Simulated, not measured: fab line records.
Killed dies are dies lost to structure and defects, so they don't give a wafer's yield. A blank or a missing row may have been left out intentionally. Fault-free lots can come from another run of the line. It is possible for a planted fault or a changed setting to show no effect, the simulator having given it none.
Struck lot and sound lot, side by side + flow nand_harc + 14 steps out of a route of 1159
Sound: these wafers, L873.3, L873.4, L873.6. Struck: wafer L865.6. (L865.1 of the same lot was not struck and is left out.) The cause comes at the end.
Each step with rows lists, per side, the tool, then ch with its chambers, then its first start. Under that, the readings that differ: sound wafers + struck wafers + difference of the means + sigmas: that difference in standard deviations of wafers without a fault.
alike: words and numbers the same on both sides, and readings whose means are apart by under 2 such deviations; not compared: readings that were withheld, readings missing a value for some wafer, numbers with overlapping values and no deviation given by the record, and bounds like >300 which may hide the same value.
Wherever a step has rows on one side only, a row that says differs or no value, or a row with sigmas, the two part there. Non-overlapping numbers with no deviation appear without sigmas and do not part them. A reading missing from all wafers of one side parts the sides only when that side holds two or more wafers.

first, 10 steps without rows for these wafers: NHARC_A_STAIRCASE_SRD_174; NHARC_A_STAIRCASE_DEHYDRATE_01 (time 120 s); NHARC_A_STAIRCASE_HMDS_02 (time 30 s); NHARC_A_STAIRCASE_COAT_03; NHARC_A_STAIRCASE_SOFTBAKE_04 (time 170 s); NHARC_A_STAIRCASE_EBR_05; NHARC_A_STAIRCASE_EXPOSE_06 (exposes mask STAIR); NHARC_A_STAIRCASE_PEB_07 (peb time 130 s); NHARC_A_STAIRCASE_DEVELOP_08 (time 140 s); NHARC_A_STAIRCASE_HARDBAKE_10 (time 140 s).
NHARC_A_STAIRCASE_DESCUM_11: chemistry O2, time 3 s.
  sound on rie_diel-07 ch 0,2,3, day 14 11:16; struck on rie_diel-12 ch 3, day 13 01:59
  alike: chamber_pressure_mTorr, drypump_motor_current_A, oes_product_au, rf_vpp_V, showerhead_plenum_p_Torr, throttle_valve_pct
  not compared: rf_hours_counter_h
NHARC_A_STAIRCASE_TRIM_12: chemistry O2, time 211.2 s.
  sound on rie_diel-07 ch 1,3, day 14 11:40; struck on rie_diel-12 ch 1, day 13 02:13
| reading          | sound             | struck | difference | sigmas      |
|------------------|-------------------|--------|------------|-------------|
| run_length_s (s) | 231.4 231.9 232.0 | 306.8  | +75.0      | +99 or more |
  alike: chamber_pressure_mTorr, drypump_motor_current_A, oes_product_au, rf_vpp_V, showerhead_plenum_p_Torr, throttle_valve_pct
  not compared: rf_hours_counter_h
NHARC_A_STAIRCASE_ETCH_13: etches the open film in C4F8/O2, target depth 100 nm, time 40.5 s.
  sound: rie_diel-07 ch 1,2; struck: rie_diel-12 ch 1
  alike: chamber_pressure_mTorr, oes_product_au, rf_vpp_V
  not compared: rf_hours_counter_h
following that, these wafers have no rows for 1 step: NHARC_END_SORT_01.

== WHERE THEY PART ==
NHARC_A_STAIRCASE_TRIM_12 only, going by this record. Later steps at which nothing parts them and some readings are alike: NHARC_A_STAIRCASE_ETCH_13.

WHY: the cause the simulator had injected
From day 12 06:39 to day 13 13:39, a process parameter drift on rie_diel-12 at NHARC_A_STAIRCASE_TRIM_12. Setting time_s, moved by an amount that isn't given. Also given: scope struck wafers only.
